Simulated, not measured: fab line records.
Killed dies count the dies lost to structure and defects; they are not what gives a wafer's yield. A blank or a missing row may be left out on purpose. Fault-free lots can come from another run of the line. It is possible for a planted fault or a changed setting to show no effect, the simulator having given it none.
Problem report in the 8D (eight disciplines) form, filled by code / flow n5_finfet / the parts of the form that need people (team, actions taken, sign-off) are left out

1. THE ISSUE
raw_defect_count at N5_FIN_SAQP_INSPECT_18 reads a mean of 1385 on 6 wafers of 2 lots; wafers without a fault read 433 with a standard deviation of 120. Relative to the usual mean, that is a shift of +7.9 standard deviations.
The step: inspects for defects (brightfield).
Seen first at day 5 00:45 on defect_inspect-01, wafer L790.1. Wafers with a number at this step in the record: 27, from 9 lots. The rule behind "out" and "out of limits": a value lying over 4 standard deviations away from the usual mean. The rest of the wafers with a number are treated as sound.

2. WHAT IT IS, AND WHAT IT ISN'T
question=which readings at this step | is=raw_defect_count | is not=-
question=which lots | is=L790, L792 | is not=L780, L782, L786, L789, L794, L797, L800
question=which wafers of those lots | is=all that have a number | is not=-
question=read on which gauges | is=defect_inspect-01 | is not=defect_inspect-02
question=when | is=from day 5 00:45 | is not=up to then (12 sound wafers); but 9 sound wafers of L794, L797, L800 came after

3. WHAT RULES OUT EACH SUSPECT
Counting: any tool at a process step up to the reading is kept as a suspect provided that every lot that is out went through it and no sound lot did after the first of them.
- the gauge at N5_FIN_SAQP_INSPECT_18 has been ruled out. All the wafers that are out were read on defect_inspect-01, but those of them that N5_PASSIVATION_PROBE_49 has rows for are out there too, on other tools.
- rie_diel-06 at N5_PMOS_HMC_CHANNEL_EPI_ETCH_32 (etches BARC in N2/H2, stops on SiO2, target depth 85.8 nm, time 50.3 s): ruled out as a lasting fault. The sound lots L797 went through it after L790, its earliest lot that is out (day 4 17:55).
- ald_sin-03 at N5_FIN_SAQP_ALD_61 (deposits SiO2, target thk 4 nm, pulse time 1 s, purge time 2 s): kept. It ran every lot that is out, first L790 (day 4 23:23), and no sound lot after that; its last sound lot up to then is L789 (day 4 17:33).
Remaining after the count: ald_sin-03 at N5_FIN_SAQP_ALD_61.

4. THE CAUSE (what the simulator had put in)
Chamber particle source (ald_sin-03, N5_FIN_SAQP_ALD_61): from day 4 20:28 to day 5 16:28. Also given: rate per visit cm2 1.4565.
The count eliminated every tool but this one.

5. SEQUENCE OF EFFECTS, ordered by route
One row per reading whose mean, taken over the struck wafers that have a number, lies over 3 standard deviations from the usual. Scope: only readings with a usual standard deviation given in the record; hours: median across lots of the time from each lot's start at the first step in this table that gives one to its start at this step; sigmas: change in usual standard deviations.
hours=0; step=N5_FIN_SAQP_INSPECT_18; reading=raw_defect_count; usual=433; on struck wafers=1385; change=+952; sigmas=+7.9
hours=6; step=N5_FIN_SAQP_INSPECT_40; reading=raw_defect_count; usual=229; on struck wafers=1189; change=+960; sigmas=+15
hours=6; step=N5_FIN_CUT_INSPECT_10; reading=raw_defect_count; usual=42; on struck wafers=990; change=+948; sigmas=+86
hours=262; step=N5_PASSIVATION_PROBE_49; reading=killed_at_front_end; usual=40; on struck wafers=158; change=+118; sigmas=+11
hours=262; step=N5_PASSIVATION_PROBE_49; reading=killed_dies; usual=105; on struck wafers=221; change=+116; sigmas=+6.8
Here are the process steps it includes:
- N5_PASSIVATION_PROBE_49

6. HOW IT WOULD HAVE BEEN CAUGHT EARLIER
The first out-of-limits reading at a measuring or inspecting step in this record came at day 5 00:45, 4 hours after the fault's start at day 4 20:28.
An alarm limit of 4 standard deviations would not have fired on the tool readings at N5_FIN_SAQP_ALD_61 for which the record gives a usual standard deviation, since none of them was out on any struck wafer.
Of the lots that are out (2), L792 began N5_FIN_SAQP_ALD_61 on ald_sin-03 after day 5 00:45. Holding the tool at that time would have saved it.
